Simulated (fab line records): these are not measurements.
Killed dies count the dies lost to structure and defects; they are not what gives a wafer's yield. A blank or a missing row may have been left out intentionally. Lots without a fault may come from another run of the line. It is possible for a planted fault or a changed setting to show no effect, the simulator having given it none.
fab line records	flow nand-harc
record: lots: 24	wafers: 72	last-day: 24
route steps=1159 shown A_STAIRCASE@653
lots that met no fault: from a run of the same line without faults
start-h: start of the lot's first displayed wafer, in hours after the record's first day	wait-h: hours since the lot's step before	" the same as in the row above	L1.1+2: a row that stands for several wafers	- no value, or no start was given	* or withheld: withheld	< > ~ a bound
route shown NAME@n: names a module that has steps shown in the file, with the first one's number in the route	usual: mean and standard deviation over wafers with no fault	same: alike in all rows	chamber/n: place in a boat	sites: readings site by site	_std_site: the standard deviation of these	_edge_site: outer sites' mean less inner sites'	radius-mm: how far each site lies from the wafer's centre	mask NAME#n: copy n	behind: the tool/chamber that last shaped the wafer	hold: the reason the lot was held/the length of the hold in hours/how it ended	device: names the non-switching transistor (n, p or np)	end of line: tests of these same wafers at the route's end	a step with no rows: only its recipe	killed: at the first sort, the dies lost to defects and structure; wafer yield is something else	map: the dies of a wafer, with x for killed, . for not killed, _ for no die there
set.NAME: the setting the step ran with; set.NAME@STEP: the setting that earlier step ran with	model.NAME: the simulator's own value behind a step, which no gauge read
a sample of lots followed through the steps of the route, with each step as a table and each wafer as a row
services: a tool's chamber out of use, with start hour (start-h, from the record's first day; less than 0 if before it), hours out, and reason
== steps ==
step: NHARC_A_STAIRCASE_DEP_259
recipe: target-thk-a: 300	target-thk-nm: 30	temp-c: 400	pressure-torr: 3.5	flow-sccm: 200	rf-w: 350	material: SiON
usual: heater-power-outer-w: 458/59	heater-power-w: 761/99	showerhead-vpp-V: 1168/36
lot.wafer	tool	chamber	start-h	wait-h	heater-power-outer-w	heater-power-w	showerhead-vpp-V
L074.1	pecvd-02	0	245.34	1.7	453	792	1136
L074.2	"	2	"	"	434	761	1176
L074.5	"	2	"	"	435	775	1180
L077.4	pecvd-03	2	260.41	0.7	452	737	1160
L077.3	"	0	"	"	503	828	1205
L077.6	"	2	"	"	469	740	1162
L075.3	pecvd-02	2	261.30	1.0	518	862	1191
L075.2	"	1	"	"	482	781	1110
L075.5	"	1	"	"	491	771	1117
L078.2	pecvd-03	1	272.32	1.4	472	811	1145
L078.3	"	2	"	"	442	734	1171
L078.5	"	0	"	"	431	725	1203
L076.2	pecvd-02	1	274.38	1.3	488	746	1156
L076.5	"	0	"	"	406	739	1109
L076.4	"	2	"	"	487	833	1164
L079.2	pecvd-01	2	286.22	1.3	441	633	1204
L079.3	"	1	"	"	325	608	1100
L079.6	"	1	"	"	330	600	1106
L081.1	pecvd-02	1	286.54	1.6	488	747	1149
L081.2	"	2	"	"	534	872	1190
L081.4	"	2	"	"	541	881	1167
L080.2	pecvd-01	2	287.58	1.3	430	630	1206
L080.4	"	0	"	"	520	844	1196
L080.6	"	1	"	"	384	664	1102
L082.3	pecvd-01	1	296.64	0.9	340	597	1070
L082.1	"	2	"	"	364	533	1229
L082.5	"	2	"	"	365	537	1202
L083.1	pecvd-01	0	298.54	1.6	526	846	1192
L083.3	"	2	"	"	414	594	1239
L083.5	"	0	"	"	538	862	1203
L084.1	pecvd-01	0	308.91	1.5	589	929	1190
L084.2	"	2	"	"	433	629	1232
L084.6	"	2	"	"	411	604	1231
L085.1	pecvd-02	0	315.93	1.6	494	872	1113
L085.5	"	0	"	"	488	834	1128
L085.4	"	1	"	"	487	761	1152
L087.2	pecvd-01	1	325.47	1.3	407	686	1113
L087.5	"	1	"	"	398	662	1110
L087.4	"	0	"	"	591	917	1189
L086.1	pecvd-03	2	327.16	1.7	418	677	1176
L086.4	"	0	"	"	477	811	1168
L086.6	"	2	"	"	416	679	1139
L088.3	pecvd-01	1	345.70	1.0	397	679	1098
L088.2	"	2	"	"	425	626	1195
L088.6	"	0	"	"	545	879	1196
L090.3	pecvd-03	1	346.25	0.9	390	752	1160
L090.1	"	0	"	"	470	813	1180
L090.6	"	1	"	"	399	775	1152
L089.2	pecvd-03	1	350.58	1.3	476	862	1158
L089.1	"	2	"	"	479	761	1173
L089.5	"	0	"	"	423	748	1176
L091.1	pecvd-03	0	353.26	1.6	504	838	1209
L091.6	"	2	"	"	474	767	1172
L091.4	"	0	"	"	510	854	1204
L093.2	pecvd-03	0	354.26	1.3	415	745	1190
L093.1	"	2	"	"	469	762	1137
L093.6	"	2	"	"	483	757	1175
L092.1	pecvd-03	1	364.46	1.6	383	762	1129
L092.3	"	2	"	"	431	711	1164
L092.4	"	1	"	"	398	764	1159
L096.2	pecvd-03	0	380.56	1.3	462	787	1179
L096.5	"	2	"	"	481	791	1167
L096.4	"	0	"	"	459	769	1181
L094.1	pecvd-03	2	383.60	2.0	435	715	1174
L094.4	"	2	"	"	445	723	1156
L094.6	"	0	"	"	411	730	1191
L097.2	pecvd-03	0	384.36	1.3	414	754	1213
L097.4	"	0	"	"	435	740	1188
L097.6	"	1	"	"	476	862	1161
L095.3	pecvd-01	2	394.11	0.9	375	548	1237
L095.1	"	0	"	"	512	804	1188
L095.6	"	2	"	"	372	559	1218
step: NHARC_A_STAIRCASE_ETCH_292
recipe: cf4-flow-sccm: 100	chf3-flow-sccm: 30	ar-flow-sccm: 0	rf-w: 500	bias-w: 200	chemistry: CF4/CHF3
usual: drypump-motor-current-A: 5.9/0.51	oes-product-au: 0.947/0.024	rf-vpp-V: 370.7/2.9	showerhead-plenum-p-Torr: 1.57/0.084	throttle-valve-pct: 16.804/0.0093
lot.wafer	tool	chamber	start-h	wait-h	drypump-motor-current-A	oes-product-au	rf-hours-counter-h	rf-vpp-V	showerhead-plenum-p-Torr	throttle-valve-pct
L074.2	rie-diel-12	0	246.40	0.1	6.1	0.961	10	372.5	1.64	16.798
L074.1	"	1	"	"	6.0	0.952	10	375.6	1.70	16.795
L074.5	"	1	"	"	6.0	0.952	-	375.5	1.70	16.804
L077.3	rie-diel-12	3	261.58	0.1	5.6	0.943	15	373.2	1.63	16.797
L077.4	"	0	"	"	6.1	0.909	15	372.4	1.64	16.799
L077.6	"	1	"	"	5.9	0.921	-	375.0	1.70	16.801
L075.3	rie-diel-11	3	262.26	0.1	6.6	0.962	26	366.9	1.48	16.809
L075.2	"	2	"	"	6.1	0.938	24	374.4	1.69	16.790
L075.5	"	2	"	"	6.1	0.949	-	374.3	1.69	16.803
L078.3	rie-diel-11	1	273.40	0.1	5.7	0.924	32	373.0	1.68	16.797
L078.2	"	3	"	"	6.6	0.924	33	367.2	1.48	16.817
L078.5	"	1	"	"	5.7	0.926	-	373.9	1.68	16.802
L076.4	rie-diel-12	1	275.44	0.1	6.0	0.953	23	373.4	1.69	16.794
L076.2	"	2	"	"	5.4	0.944	23	368.1	1.50	16.808
L076.5	"	3	"	"	5.5	0.956	-	373.0	1.62	16.802
L079.2	rie-diel-11	1	287.18	0.1	5.7	0.959	38	375.0	1.68	16.792
L079.3	"	2	"	"	6.1	0.919	36	376.0	1.69	16.818
L079.6	"	0	"	"	5.8	0.971	-	367.3	1.50	16.800
L081.4	rie-diel-12	3	287.58	0.1	5.6	0.940	26	372.6	1.62	16.817
L081.1	"	1	"	"	5.9	0.926	27	373.9	1.69	16.797
L081.2	"	2	"	"	5.3	0.925	26	367.0	1.49	16.810
L080.2	rie-diel-05	3	288.59	0.1	6.5	0.990	44	367.3	1.47	16.798
L080.4	"	0	"	"	4.7	0.972	43	369.9	1.56	16.802
L080.6	"	0	"	"	4.8	0.973	-	371.0	1.56	16.815
L082.3	rie-diel-11	2	297.76	0.1	6.1	0.903	42	375.7	1.69	16.806
L082.1	"	3	"	"	6.6	0.921	42	367.3	1.48	16.809
L082.5	"	1	"	"	5.7	0.932	-	372.7	1.68	16.817
L083.1	rie-diel-05	0	299.62	0.1	4.7	0.941	47	370.7	1.55	16.803
L083.3	"	1	"	"	5.7	0.955	50	369.6	1.55	16.820
L083.5	"	2	"	"	6.2	0.939	-	367.6	1.50	16.803
L084.2	rie-diel-12	0	310.12	0.1	6.1	0.916	31	371.9	1.63	16.811
L084.1	"	2	"	"	5.3	0.913	32	368.3	1.49	16.815
L084.6	"	0	"	"	6.1	0.922	-	374.4	1.63	16.806
L085.1	rie-diel-05	0	316.96	0.1	4.7	0.978	51	368.6	1.55	16.809
L085.4	"	3	"	"	6.5	0.980	52	366.6	1.47	16.796
L085.5	"	1	"	"	5.7	0.971	-	369.7	1.55	16.802
L087.2	rie-diel-05	2	326.41	0.1	6.1	0.950	59	369.5	1.50	16.806
L087.4	"	1	"	"	5.7	0.967	58	370.2	1.55	16.791
L087.5	"	2	"	"	6.1	0.953	-	369.0	1.50	16.798
L086.1	rie-diel-05	3	328.04	0.1	6.5	0.980	56	368.1	1.47	16.799
L086.4	"	0	"	"	4.8	0.973	54	370.2	1.55	16.799
L086.6	"	3	"	"	6.5	0.973	-	366.9	1.47	16.805
L088.2	rie-diel-11	0	346.77	0.1	5.8	0.934	56	368.4	1.49	16.801
L088.3	"	1	"	"	5.7	0.940	61	374.7	1.67	16.796
L088.6	"	3	"	"	6.6	0.921	-	368.1	1.48	16.804
L090.1	rie-diel-11	1	347.33	0.1	5.7	0.947	62	372.6	1.67	16.791
L090.3	"	3	"	"	6.6	0.921	59	367.4	1.48	16.819
L090.6	"	0	"	"	5.7	0.943	-	368.3	1.49	16.801
L089.2	rie-diel-11	3	351.62	0.1	6.7	0.926	61	367.7	1.48	16.801
L089.1	"	1	"	"	5.6	0.950	63	374.1	1.67	16.823
L089.5	"	0	"	"	5.8	0.926	-	368.8	1.49	16.808
L091.4	rie-diel-12	3	354.18	0.1	5.6	0.953	49	371.1	1.62	16.796
L091.1	"	1	"	"	5.9	0.945	48	374.7	1.69	16.809
L091.6	"	3	"	"	5.5	0.956	-	372.7	1.62	16.790
L093.1	rie-diel-05	0	355.19	0.1	4.7	0.994	1	369.7	1.55	16.810
L093.2	"	2	"	"	6.1	0.934	1	368.8	1.50	16.794
L093.6	"	0	"	"	4.8	0.989	-	369.5	1.55	16.809
L092.1	rie-diel-05	0	365.57	0.1	4.8	0.988	4	370.7	1.55	16.801
L092.4	"	1	"	"	5.7	0.995	4	369.8	1.55	16.812
L092.3	"	2	"	"	6.1	0.938	4	367.7	1.50	16.810
L096.4	rie-diel-05	2	381.47	0.1	6.1	0.951	11	368.7	1.49	16.821
L096.2	"	3	"	"	6.5	0.970	11	375.2	1.70	16.806
L096.5	"	2	"	"	6.1	0.962	-	368.0	1.49	16.810
L094.1	rie-diel-11	3	384.76	0.2	6.6	0.943	2	367.1	1.47	16.809
L094.6	"	0	"	"	5.7	0.922	-	367.7	1.49	16.806
L094.4	"	3	"	"	6.6	0.944	-	366.7	1.47	16.806
L097.4	rie-diel-05	2	385.48	0.1	6.1	0.936	13	368.4	1.49	16.800
L097.2	"	0	"	"	4.8	0.963	11	370.4	1.55	16.810
L097.6	"	1	"	"	5.7	0.973	-	369.9	1.54	16.821
L095.3	rie-diel-11	2	395.21	0.1	6.1	0.948	6	375.3	1.68	16.812
L095.1	"	3	"	"	6.6	0.962	7	364.4	1.47	16.815
L095.6	"	0	"	"	5.8	0.941	-	368.3	1.49	16.802
step: NHARC_A_STAIRCASE_ALD_420
recipe: target-thk-a: 200	pulse-time-s: 6	ald-cycles: 200	temp-c: 300	material: SiO2
usual: heater-power-outer-w: 251/32	heater-power-w: 448/43	precursor-pulse-height-rel: 1.000/0.021
lot.wafer	tool	chamber	start-h	wait-h	heater-power-outer-w	heater-power-w	precursor-pulse-height-rel
L074.1	ald-hk-03	3	260.30	-	271	489	0.994
L074.2	"	1	"	"	247	455	0.976
L074.5	"	0	"	"	231	450	1.022
L075.3	ald-hk-02	1	277.05	-	299	512	1.021
L075.2	"	0	"	"	222	387	1.030
L075.5	"	1	"	"	302	515	1.007
L077.3	ald-hk-01	2	277.19	-	267	458	0.963
L077.4	"	0	"	"	218	396	0.973
L077.6	"	1	"	"	244	417	1.012
L078.2	ald-hk-01	0	287.78	-	216	396	0.986
L078.3	"	2	"	"	261	461	1.004
L078.5	"	0	"	"	210	399	0.982
L076.2	ald-hk-03	0	290.83	-	233	442	0.973
L076.4	"	1	"	"	254	453	1.015
L076.5	"	1	"	"	258	443	1.004
L079.3	ald-hk-03	1	300.58	-	254	436	1.002
L079.2	"	0	"	"	228	443	1.007
L079.6	"	2	"	"	277	487	1.006
L081.2	ald-hk-03	3	301.53	-	277	492	0.968
L081.1	"	1	"	"	251	455	0.995
L081.4	"	2	"	"	283	483	0.984
L080.2	ald-hk-03	1	304.09	-	256	453	0.962
L080.4	"	0	"	"	228	443	1.033
L080.6	"	1	"	"	251	448	0.979
L082.1	ald-hk-02	0	317.18	-	224	376	0.994
L082.3	"	2	"	"	213	398	0.975
L082.5	"	0	"	"	220	389	0.989
L083.1	ald-hk-01	0	320.02	-	216	390	0.953
L083.3	"	1	"	"	244	426	0.998
L083.5	"	3	"	"	284	462	0.971
L084.2	ald-hk-01	1	325.22	-	244	424	1.001
L084.1	"	3	"	"	280	464	0.964
L084.6	"	2	"	"	265	461	1.004
L085.1	ald-hk-01	3	329.90	-	277	461	0.968
L085.4	"	0	"	"	209	390	0.994
L085.5	"	3	"	"	289	459	1.025
L087.4	ald-hk-03	0	339.52	-	230	436	1.034
L087.2	"	1	"	"	239	456	0.966
L087.5	"	1	"	"	242	439	1.003
L086.1	ald-hk-03	2	343.58	-	248	438	0.999
L086.4	"	1	"	"	244	448	0.993
L086.6	"	3	"	"	289	507	1.011
L088.2	ald-hk-03	3	360.89	-	290	511	0.993
L088.3	"	2	"	"	252	447	0.993
L088.6	"	0	"	"	228	439	0.977
L090.1	ald-hk-02	2	361.21	-	219	403	0.991
L090.3	"	3	"	"	198	392	1.039
L090.6	"	1	"	"	318	541	0.972
L089.1	ald-hk-02	2	365.70	-	215	402	0.995
L089.2	"	3	"	"	193	383	1.034
L089.5	"	2	"	"	219	393	0.972
L091.1	ald-hk-01	2	365.70	-	258	464	0.981
L091.4	"	0	"	"	212	383	1.003
L091.6	"	2	"	"	266	464	0.996
L093.2	ald-hk-03	3	370.79	-	283	518	0.953
L093.1	"	0	"	"	236	446	1.042
L093.6	"	2	"	"	255	449	0.984
L092.4	ald-hk-03	3	380.81	-	290	501	0.973
L092.1	"	1	"	"	246	444	1.000
L092.3	"	2	"	"	253	461	0.988
L096.2	ald-hk-02	3	394.92	-	200	382	1.009
L096.4	"	0	"	"	220	383	1.004
L096.5	"	2	"	"	218	405	1.000
L097.2	ald-hk-03	0	399.03	-	235	440	1.001
L097.4	"	1	"	"	243	455	1.014
L097.6	"	2	"	"	253	445	0.975
L094.1	ald-hk-03	0	399.97	-	227	441	0.982
L094.4	"	1	"	"	250	455	0.977
L094.6	"	3	"	"	291	508	0.981
L095.3	ald-hk-02	2	410.16	-	215	398	1.000
L095.1	"	0	"	"	218	390	1.022
L095.6	"	2	"	"	216	413	1.009
step: NHARC_A_STAIRCASE_DEP_151
recipe: target-thk-a: 38000	temp-c: 400	target-thk-nm: 3800	teos-flow-sccm: 200	rf-w: 500	material: SiO2
usual: heater-power-outer-w: 388/66	heater-power-w: 669/110
lot.wafer	tool	chamber	start-h	wait-h	heater-power-outer-w	heater-power-w
L074.1	pecvd-03	1	267.89	0.6	377	708
L074.2	"	0	"	"	465	796
L074.5	"	0	"	"	356	631
L077.3	pecvd-01	1	285.33	0.4	363	619
L077.6	"	1	"	"	263	502
L077.4	"	2	"	"	305	456
L075.2	pecvd-02	0	285.45	0.5	465	821
L075.3	"	1	"	"	400	664
L075.5	"	0	"	"	361	655
L076.2	pecvd-02	2	296.00	0.4	490	840
L076.4	"	2	"	"	403	706
L076.5	"	1	"	"	360	602
L078.3	pecvd-01	1	296.10	0.5	295	545
L078.2	"	2	"	"	400	580
L078.5	"	0	"	"	452	726
L079.3	pecvd-03	0	308.85	0.4	424	741
L079.2	"	1	"	"	359	711
L079.6	"	1	"	"	323	673
L081.2	pecvd-02	1	308.85	0.4	460	736
L081.1	"	0	"	"	440	815
L081.4	"	0	"	"	347	667
L080.2	pecvd-01	0	312.50	0.5	439	741
L080.4	"	2	"	"	312	478
L080.6	"	2	"	"	296	467
L083.3	pecvd-03	2	328.93	0.5	351	605
L083.1	"	0	"	"	386	681
L083.5	"	2	"	"	342	575
L082.1	pecvd-02	0	328.98	0.5	357	676
L082.3	"	1	"	"	441	710
L082.5	"	0	"	"	352	668
L084.2	pecvd-03	2	333.50	0.4	440	729
L084.1	"	1	"	"	359	704
L084.6	"	0	"	"	361	656
L085.1	pecvd-01	2	338.43	0.6	398	582
L085.4	"	0	"	"	439	699
L085.5	"	2	"	"	304	464
L087.2	pecvd-01	1	347.90	0.6	336	592
L087.4	"	0	"	"	438	710
L087.5	"	1	"	"	271	514
L086.1	pecvd-02	0	351.92	0.5	422	751
L086.4	"	2	"	"	394	745
L086.6	"	1	"	"	352	571
L088.3	pecvd-01	2	369.24	0.5	373	534
L088.2	"	0	"	"	578	873
L088.6	"	1	"	"	273	493
L090.3	pecvd-02	1	369.24	0.5	400	642
L090.1	"	2	"	"	451	823
L090.6	"	0	"	"	348	678
L089.1	pecvd-02	2	374.07	0.5	473	817
L089.2	"	0	"	"	452	806
L089.5	"	2	"	"	412	745
L091.1	pecvd-01	0	374.17	0.6	556	871
L091.6	"	1	"	"	269	505
L091.4	"	2	"	"	304	456
L093.2	pecvd-02	0	378.74	0.4	381	726
L093.1	"	2	"	"	497	847
L093.6	"	1	"	"	365	597
L092.1	pecvd-02	2	389.17	0.5	482	838
L092.3	"	0	"	"	433	768
L092.4	"	2	"	"	401	731
L096.2	pecvd-01	1	402.98	0.5	340	590
L096.4	"	0	"	"	448	720
L096.5	"	2	"	"	313	443
L097.2	pecvd-03	2	406.96	0.4	456	698
L097.4	"	2	"	"	332	580
L097.6	"	0	"	"	362	655
L094.1	pecvd-02	1	407.15	0.6	452	731
L094.4	"	0	"	"	346	677
L094.6	"	1	"	"	355	601
L095.1	pecvd-03	2	418.46	0.4	433	698
L095.3	"	1	"	"	352	677
L095.6	"	2	"	"	338	580
step: NHARC_A_STAIRCASE_DESCUM_443
recipe: time-s: 3	o2-flow-sccm: 200	ar-flow-sccm: 0	bias-power-w: 0	chemistry: O2
usual: drypump-motor-current-A: 5.9/0.48	o2-flow-sccm: 200.1/0.55	oes-product-au: 0.998/0.016	rf-vpp-V: 57.8/0.96	showerhead-plenum-p-Torr: 1.92/0.11	throttle-valve-pct: 11.311/0.0094
same: time-s: 3
lot.wafer	tool	chamber	start-h	wait-h	drypump-motor-current-A	o2-flow-sccm	oes-product-au	rf-hours-counter-h	rf-vpp-V	showerhead-plenum-p-Torr	throttle-valve-pct
L074.1	rie-diel-11	3	289.80	-	6.6	201.3	0.985	39	56.4	1.79	11.314
L074.2	"	2	"	"	6.1	199.5	0.971	38	58.4	2.06	11.320
L074.5	"	3	"	"	6.6	200.6	1.001	-	57.1	1.79	11.328
L077.3	rie-diel-05	1	307.24	-	5.7	199.0	0.991	51	56.7	1.88	11.331
L077.4	"	2	"	"	6.1	200.8	0.978	52	56.4	1.82	11.318
L077.6	"	1	"	"	5.7	200.3	0.998	-	58.4	1.88	11.328
L075.2	rie-diel-11	1	307.39	-	5.7	200.4	1.004	46	59.0	2.04	11.313
L075.3	"	2	"	"	6.1	200.9	0.971	43	60.2	2.06	11.325
L075.5	"	1	"	"	5.7	200.8	1.010	-	58.9	2.04	11.313
L078.2	rie-diel-05	2	323.28	-	6.2	200.6	0.974	58	56.6	1.82	11.309
L078.3	"	0	"	"	4.7	200.5	1.003	53	58.5	1.89	11.290
L078.5	"	3	"	"	6.5	199.5	0.997	-	57.4	1.78	11.297
L076.4	rie-diel-11	0	323.32	-	5.7	199.5	0.999	47	58.2	1.81	11.313
L076.2	"	3	"	"	6.6	199.9	1.001	50	57.6	1.79	11.302
L076.5	"	0	"	"	5.7	200.0	1.008	-	58.1	1.81	11.310
L081.1	rie-diel-05	1	333.34	-	5.7	200.5	1.000	61	55.0	1.88	11.304
L081.2	"	2	"	"	6.1	200.5	0.981	62	57.1	1.82	11.303
L081.4	"	0	"	"	4.8	200.8	0.992	56	58.0	1.89	11.299
L079.3	rie-diel-11	2	333.51	-	6.1	199.7	0.987	54	58.8	2.06	11.320
L079.2	"	3	"	"	6.6	199.2	1.010	53	56.8	1.79	11.328
L079.6	"	0	"	"	5.7	200.4	0.998	-	56.6	1.81	11.310
L080.4	rie-diel-12	0	334.27	-	6.1	199.8	0.966	37	58.6	1.99	11.300
L080.2	"	1	"	"	5.9	200.5	0.985	38	59.1	2.06	11.301
L080.6	"	3	"	"	5.5	199.9	1.006	-	58.2	1.97	11.302
L083.1	rie-diel-11	3	352.10	-	6.6	201.2	0.998	61	58.3	1.79	11.323
L083.3	"	0	"	"	5.8	200.7	1.004	58	58.0	1.81	11.303
L083.5	"	2	"	"	6.1	199.4	0.986	-	57.5	2.06	11.318
L082.3	rie-diel-12	3	352.25	-	5.5	200.0	1.011	47	58.3	1.97	11.304
L082.1	"	2	"	"	5.4	199.9	0.985	47	56.5	1.80	11.304
L082.5	"	3	"	"	5.5	200.0	1.011	-	58.6	1.97	11.302
L084.2	rie-diel-12	1	357.26	-	5.9	199.6	0.985	49	57.8	2.06	11.329
L084.1	"	2	"	"	5.3	199.8	0.989	50	57.4	1.80	11.317
L084.6	"	3	"	"	5.6	199.4	0.996	-	58.8	1.97	11.305
L085.4	rie-diel-11	3	362.96	-	6.6	199.4	0.994	65	58.3	1.79	11.311
L085.1	"	1	"	"	5.7	200.1	1.027	66	58.9	2.04	11.319
L085.5	"	3	"	"	6.6	199.4	0.990	-	58.1	1.79	11.306
L086.4	rie-diel-12	3	372.96	-	5.5	200.8	1.009	55	59.1	1.97	11.309
L086.1	"	0	"	"	6.1	200.1	0.977	54	59.2	1.98	11.314
L086.6	"	3	"	"	5.5	201.0	0.997	-	58.1	1.97	11.305
L087.2	rie-diel-05	3	373.11	-	6.5	200.2	0.993	8	58.2	2.07	11.311
L087.4	"	2	"	"	6.1	199.5	0.965	-	56.2	1.81	11.309
L087.5	"	3	"	"	6.5	199.9	0.988	-	58.1	2.07	11.306
L090.1	rie-diel-12	0	393.72	-	6.1	199.6	0.996	2	56.4	1.98	11.301
L090.3	"	1	"	"	5.9	199.9	1.002	2	58.7	2.06	11.305
L090.6	"	3	"	"	5.5	200.6	1.000	-	58.3	1.97	11.320
L088.2	rie-diel-05	2	393.87	-	6.1	200.6	0.972	16	57.1	1.81	11.299
L088.3	"	3	"	"	6.5	200.3	1.003	16	57.1	2.07	11.307
L088.6	"	3	"	"	6.5	200.4	1.000	-	57.2	2.07	11.311
L089.1	rie-diel-05	0	398.68	-	4.7	200.7	1.028	16	57.0	1.88	11.306
L089.2	"	2	"	"	6.1	199.2	0.979	18	57.5	1.81	11.330
L089.5	"	0	"	"	4.7	200.3	1.020	-	56.7	1.88	11.326
L091.4	rie-diel-11	2	398.85	-	6.1	199.4	1.003	8	59.3	2.05	11.303
L091.1	"	3	"	"	6.6	199.7	1.005	8	57.6	1.78	11.320
L091.6	"	2	"	"	6.1	199.6	1.004	-	57.4	2.05	11.324
L093.1	rie-diel-12	1	399.13	-	5.9	199.7	0.996	6	58.8	2.05	11.295
L093.2	"	2	"	"	5.3	200.4	1.013	4	57.6	1.80	11.304
L093.6	"	0	"	"	6.1	201.1	0.984	-	56.9	1.98	11.297
L092.1	rie-diel-05	2	414.18	-	6.1	200.4	0.974	26	58.1	1.81	11.316
L092.4	"	0	"	"	4.8	199.7	1.013	22	57.6	1.88	11.305
L092.3	"	1	"	"	5.7	201.0	1.016	24	56.6	1.87	11.319
L097.4	rie-diel-05	1	430.18	-	5.7	199.1	1.033	29	58.6	1.87	11.310
L097.2	"	2	"	"	6.1	200.6	0.992	31	57.5	1.81	11.309
L097.6	"	3	"	"	6.5	200.6	1.017	-	57.9	2.07	11.304
L096.2	rie-diel-12	2	430.21	-	5.3	200.6	1.013	15	55.3	1.80	11.318
L096.4	"	3	"	"	5.5	200.2	0.994	14	57.9	1.96	11.303
L096.5	"	2	"	"	5.3	199.9	1.013	-	57.1	1.80	11.309
L094.4	rie-diel-11	2	430.25	-	6.1	199.9	1.001	17	58.8	2.05	11.310
L094.1	"	0	"	"	5.8	198.9	0.987	18	56.5	1.80	11.306
L094.6	"	2	"	"	6.1	199.7	1.018	-	60.3	2.05	11.302
L095.1	rie-diel-11	0	442.36	-	5.7	200.9	0.978	24	56.7	1.80	11.303
L095.3	"	2	"	"	6.1	200.0	1.004	22	57.4	2.05	11.296
L095.6	"	0	"	"	5.7	201.3	0.966	-	57.5	1.80	11.309
step: NHARC_A_STAIRCASE_STRIP_446
recipe: power-w: 1500	temp-c: 250	chemistry: O2
usual: drypump-motor-current-A: 6.2/0.32	heater-power-w: 317/37	rf-refl-power-W: 18/5.5	temp-c: 250.00/0.18
lot.wafer	tool	chamber	start-h	wait-h	drypump-motor-current-A	heater-power-w	rf-hours-counter-h	rf-refl-power-W	temp-c
L074.2	plasma-asher-01	0	292.27	0.1	6.4	360	3	9	249.75
L074.1	"	1	"	"	6.5	319	3	22	250.02
L074.5	"	0	"	"	6.5	358	-	10	249.85
L077.4	plasma-asher-02	0	309.69	0.1	5.7	278	-	-	250.27
L077.3	"	1	"	"	6.1	291	-	-	249.87
L077.6	"	1	"	"	6.1	294	-	-	250.06
L075.2	plasma-asher-02	0	309.92	0.2	5.7	274	39	20	249.75
L075.3	"	1	"	"	6.1	293	-	22	250.20
L075.5	"	1	"	"	6.1	279	-	22	250.05
L078.2	plasma-asher-01	1	325.67	0.1	6.5	317	11	22	250.37
L078.3	"	1	"	"	6.5	330	-	22	250.16
L078.5	"	1	"	"	6.5	316	-	22	250.51
L076.2	plasma-asher-02	0	325.85	0.2	5.7	271	43	20	250.00
L076.4	"	0	"	"	5.7	279	-	21	249.91
L076.5	"	1	"	"	6.1	286	-	23	249.98
L081.1	plasma-asher-02	1	335.73	0.0	6.1	284	47	22	249.96
L081.2	"	0	"	"	5.7	269	47	19	250.03
L081.4	"	1	"	"	6.1	284	-	22	250.10
L079.2	plasma-asher-01	0	335.93	0.1	6.5	373	15	9	249.82
L079.3	"	0	"	"	6.5	375	-	9	249.89
L079.6	"	1	"	"	6.5	311	-	21	250.14
L080.2	plasma-asher-01	0	336.85	0.2	6.5	372	16	9	249.85
L080.4	"	0	"	"	6.5	368	-	9	250.24
L080.6	"	0	"	"	6.5	370	-	9	250.11
L082.1	plasma-asher-02	0	354.60	0.0	5.7	281	53	19	250.07
L082.3	"	0	"	"	5.7	277	-	20	249.89
L082.5	"	0	"	"	5.7	273	-	19	249.86
L083.1	plasma-asher-02	1	354.92	0.0	6.1	284	54	22	249.89
L083.3	"	1	"	"	6.1	286	-	22	249.83
L083.5	"	0	"	"	5.7	274	-	19	250.13
L084.1	plasma-asher-01	0	359.58	0.0	6.5	362	23	9	250.05
L084.2	"	1	"	"	6.5	323	23	22	249.73
L084.6	"	0	"	"	6.5	366	-	10	250.08
L085.1	plasma-asher-01	0	365.57	0.3	6.5	364	25	10	250.17
L085.4	"	1	"	"	6.5	319	-	22	250.26
L085.5	"	1	"	"	6.5	319	-	22	250.08
L086.1	plasma-asher-02	1	375.42	0.1	6.1	295	2	-	249.66
L086.4	"	1	"	"	6.1	296	-	-	249.87
L086.6	"	0	"	"	5.7	270	-	-	249.82
L087.2	plasma-asher-01	1	376.05	0.1	6.5	316	28	22	249.93
L087.4	"	0	"	"	6.4	374	-	9	250.17
L087.5	"	1	"	"	6.5	319	-	22	249.82
L090.1	plasma-asher-01	0	396.13	0.1	6.4	385	35	10	250.08
L090.3	"	0	"	"	6.5	368	-	10	249.96
L090.6	"	1	"	"	6.5	318	-	22	250.49
L088.2	plasma-asher-01	0	396.69	0.5	6.5	365	36	-	249.82
L088.3	"	0	"	"	6.5	359	-	-	249.72
L088.6	"	0	"	"	6.5	378	-	-	250.07
L091.1	plasma-asher-02	1	401.36	0.1	6.1	300	13	22	250.00
L091.4	"	1	"	"	6.1	299	-	22	250.03
L091.6	"	1	"	"	6.1	298	-	22	250.09
L089.1	plasma-asher-01	0	402.09	0.6	6.5	370	39	10	249.86
L089.2	"	1	"	"	6.5	313	39	22	250.06
L089.5	"	0	"	"	6.5	374	-	9	249.98
L093.2	plasma-asher-01	1	402.37	0.8	6.4	316	39	22	250.01
L093.1	"	0	"	"	6.4	369	39	11	249.73
L093.6	"	0	"	"	6.4	383	-	9	250.01
L092.1	plasma-asher-01	0	416.67	0.2	6.5	362	43	9	249.96
L092.3	"	1	"	"	6.5	310	-	21	249.77
L092.4	"	0	"	"	6.5	365	-	10	249.87
L097.2	plasma-asher-02	1	432.61	0.1	6.1	301	23	22	250.34
L097.4	"	1	"	"	6.1	296	-	22	250.01
L097.6	"	0	"	"	5.7	271	-	20	250.07
L094.1	plasma-asher-01	0	432.69	0.1	6.5	360	47	10	249.82
L094.4	"	1	"	"	6.5	315	-	21	249.90
L094.6	"	1	"	"	6.5	310	-	22	250.13
L096.2	plasma-asher-02	0	432.85	0.2	5.7	268	23	19	250.02
L096.4	"	1	"	"	6.1	293	-	22	249.99
L096.5	"	0	"	"	5.7	273	-	20	250.15
L095.1	plasma-asher-01	0	444.85	0.1	6.5	366	52	10	250.24
L095.3	"	0	"	"	6.5	369	-	10	250.38
L095.6	"	0	"	"	6.5	381	-	10	250.49
== services ==
tool	chamber	start-h	hours	kind
pecvd-03	-	236.09	0.7	repair
pecvd-01	-	237.05	13.0	pm
pecvd-03	1	238.70	23.4	repair
rie-diel-11	2	242.83	4.5	repair
pecvd-02	-	251.24	3.0	repair
rie-diel-11	0	259.02	6.5	repair
plasma-asher-01	-	276.05	9.0	pm
pecvd-01	-	290.37	2.0	repair
pecvd-03	-	292.90	13.0	pm
pecvd-01	1	297.26	19.5	repair
plasma-asher-01	-	306.97	4.4	repair
pecvd-02	-	329.52	1.4	repair
pecvd-02	-	334.00	13.0	pm
rie-diel-05	-	340.65	9.0	pm
pecvd-03	0	362.61	15.2	repair
rie-diel-11	-	366.55	9.0	pm
rie-diel-05	0	372.58	1.2	repair
rie-diel-12	-	379.53	9.0	pm
plasma-asher-01	-	380.67	3.1	repair
rie-diel-11	1	383.84	2.7	repair
pecvd-02	-	390.66	1.6	repair
pecvd-03	-	407.82	2.8	repair
rie-diel-12	0	411.76	5.7	repair
pecvd-01	-	418.05	13.0	pm
== key ==
fault none
